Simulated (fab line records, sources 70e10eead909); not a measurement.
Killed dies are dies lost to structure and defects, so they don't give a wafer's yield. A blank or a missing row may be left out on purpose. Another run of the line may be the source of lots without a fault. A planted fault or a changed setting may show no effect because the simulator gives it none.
8D (eight disciplines) problem report, filled in by code -- flow nand harc -- the parts of the form that need people (team, actions taken, sign-off) are left out

== 1. WHAT IS WRONG ==
Mean of thk nm at NHARC_A_ONON_D1_THK_MEAS_27: 1500 nm across 2 wafers in 2 lots; on wafers with no fault it is 1002 nm (standard deviation 9.8). Relative to the usual mean, that is a shift of +51 standard deviations.
The step: measures by ellipsometry.
First seen on wafer L707.3, day 10 04:26, on film metro-01. The record holds 36 wafers of 12 lots with a number at this step. The rule behind "out" and "out of limits": a value lying over 4 standard deviations away from the usual mean. The rest of the wafers with a number are treated as sound.

== 2. WHAT IT IS; WHAT IT IS NOT ==
question,is,is not
which readings at this step,thk nm,-
which lots,"L707, L709","L698, L699, L700, L701, L713, L714, L716, L718, L719, L721"
which wafers of those lots,"L707.3, L709.3","L707.1, L707.5, L709.1, L709.5"
read on which gauges,film metro-01,film metro-02
when,from day 10 04:26,"up to then (14 sound wafers); but 20 sound wafers of L709, L713, L714, L716, L718, L719, L721 came after"

== 3. SUSPECTS, AND WHAT RULES EACH OUT ==
Counting: any tool at a process step up to the reading remains a suspect provided it ran every lot that is out. Sound lots after the first of them don't rule it out here, since some wafers of a struck lot are sound.
- the gauge at NHARC_A_ONON_D1_THK_MEAS_27: ruled out. All the wafers that are out were read on film metro-01, but those of them that NHARC_END_SORT_01 has rows for are out there too, on other tools.
- rie si-01 at NHARC_A_ZERO_WELL_ETCH_13 (etches the open film in HBr/Cl2, target depth 120 nm, time 40.1 s): kept. It processed each lot that is out (first: L707, day 8 18:08); up to then, its last sound lot is L700 (day 7 07:13).
- pecvd onon-03 at NHARC_A_ONON_D1_DEP_25 (target thk 1000 nm): kept. It processed each lot that is out (first: L707, day 10 03:56); up to then, its last sound lot is L701 (day 8 16:49).
Left after counting: rie si-01 at NHARC_A_ZERO_WELL_ETCH_13, pecvd onon-03 at NHARC_A_ONON_D1_DEP_25.

== 4. THE CAUSE (what the simulator had put in) ==
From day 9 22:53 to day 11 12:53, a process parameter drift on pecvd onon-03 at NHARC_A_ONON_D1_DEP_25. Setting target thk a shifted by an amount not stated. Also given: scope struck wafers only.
Of the 2 suspects that counting leaves, this tool is one.

== 5. SEQUENCE OF EFFECTS, ordered by route ==
Each row: a reading where the mean over the struck wafers with a number is more than 3 standard deviations away from the usual. Scope: only readings with a usual standard deviation given in the record; hours: median across lots of the time from each lot's start at the first step in this table that gives one to its start at this step; sigmas: change in usual standard deviations.
hours,step,reading,usual,on struck wafers,change,sigmas
0,NHARC_A_ONON_D1_THK_MEAS_27,thk nm,1002 nm,1500,+498,+51
276,NHARC_END_SORT_01,killed at array,26,670,+644,+67
276,NHARC_END_SORT_01,killed dies,31,677,+646,+65

== 6. HOW IT WOULD HAVE BEEN CAUGHT EARLIER ==
In this record the first reading out of limits at a measuring or inspecting step was taken at day 10 04:26, 6 hours after the fault began at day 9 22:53.
An alarm limit of 4 standard deviations would not have fired on the tool readings at NHARC_A_ONON_D1_DEP_25 for which the record gives a usual standard deviation, since none of them was out on any struck wafer.
Among the 2 lots that are out, L709 began NHARC_A_ONON_D1_DEP_25 on pecvd onon-03 after day 10 04:26. Putting the tool on hold at that point would have spared it.
